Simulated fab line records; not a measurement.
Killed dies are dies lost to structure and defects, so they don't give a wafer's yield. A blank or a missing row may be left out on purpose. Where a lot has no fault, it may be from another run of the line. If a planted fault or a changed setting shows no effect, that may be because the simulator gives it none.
Matching of chambers -- flow n5-finfet -- N5_BEOL_M15_DESCUM_15 on rie-diel-02: 4 sister chambers
The step chemistry O2, time 7.9 s. 4 wafers are shown with their chamber, then 11 later ones without.

WAFERS WITH THEIR CHAMBER
wafer,chamber,drypump-motor-current-A (A)
L087.2,3,5.9
L085.2,1,6.2
L091.4,2,4.9
L089.2,0,5.7

WAFERS MISSING THEIR CHAMBER
wafer,drypump-motor-current-A (A)
L089.3,5.0
L089.6,6.1
L095.2,4.9
L095.3,6.1
L095.5,5.0
L094.1,5.9
L094.2,5.7
L094.5,6.2
L097.2,5.9
L097.3,4.9
L097.6,4.9

THE CHAMBER EACH PASSED THROUGH
wafer,from the rows above,in truth
L089.3,2,2
L089.6,can't be placed: 1 or 3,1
L095.2,2,2
L095.3,can't be placed: 1 or 3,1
L095.5,2,2
L094.1,3,3
L094.2,0,0
L094.5,1,1
L097.2,3,3
L097.3,2,2
L097.6,2,2
Correct placement for 9 of the 11. Not placeable from these rows: 2 (in 2, the candidates include the true chamber). Number placed wrongly: 0.
How it was worked out, from the rows above alone: a wafer's distance from a chamber is the root of the sum, over the readings, of the square of ((its reading less the chamber's mean) divided by the reading's scatter). If the next closest chamber is less than 2 further off than the closest, the wafer can't be placed; otherwise it belongs to the closest. The mean given for a chamber averages the wafers shown for that chamber. The scatter (one wafer shown for each chamber): square how far every hidden wafer sits from the nearest shown wafer, average those squares and take the square root.
